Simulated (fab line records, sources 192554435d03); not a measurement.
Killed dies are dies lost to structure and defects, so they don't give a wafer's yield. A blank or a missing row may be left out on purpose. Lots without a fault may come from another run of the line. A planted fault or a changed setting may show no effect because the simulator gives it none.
Chamber matching | flow n5_finfet | N5_BEOL_M5_STRIP_19 on rie_diel-01: 4 sister chambers
The step strips in O2. 4 wafers are shown with their chamber, then 9 later ones without.

WAFERS WITH THEIR CHAMBER
wafer  | chamber | drypump_motor_current_A (A)
L088.3 | 3       | 5.70
L090.3 | 2       | 6.36
L090.4 | 1       | 5.92
L090.6 | 0       | 5.79

WAFERS WITHOUT THEIR CHAMBER
wafer  | drypump_motor_current_A (A)
L089.3 | 5.91
L089.4 | 5.77
L089.5 | 6.37
L092.1 | 5.69
L092.4 | 5.91
L092.6 | 6.30
L091.2 | 5.93
L091.4 | 6.39
L091.5 | 5.70

WHICH CHAMBER EACH WENT THROUGH
wafer  | from the rows above | in truth
L089.3 | 1                   | 1
L089.4 | 0                   | 0
L089.5 | 2                   | 2
L092.1 | 3                   | 3
L092.4 | 1                   | 1
L092.6 | 2                   | 2
L091.2 | 1                   | 1
L091.4 | 2                   | 2
L091.5 | 3                   | 3
Placed correctly: 9 of 9. Can't be placed from these rows: 0. Placed wrongly: 0.
How it was worked out, from the rows above alone: a wafer's distance from a chamber is the root of the sum, over the readings, of the square of ((its reading less the chamber's mean) divided by the reading's scatter). The wafer belongs to the nearest chamber; if the next one is less than 2 further off, it can't be placed. A chamber's mean is the mean of its shown wafers. The scatter: with one shown wafer a chamber, the root of the mean of the squares of how far each hidden wafer lies from its nearest shown one.
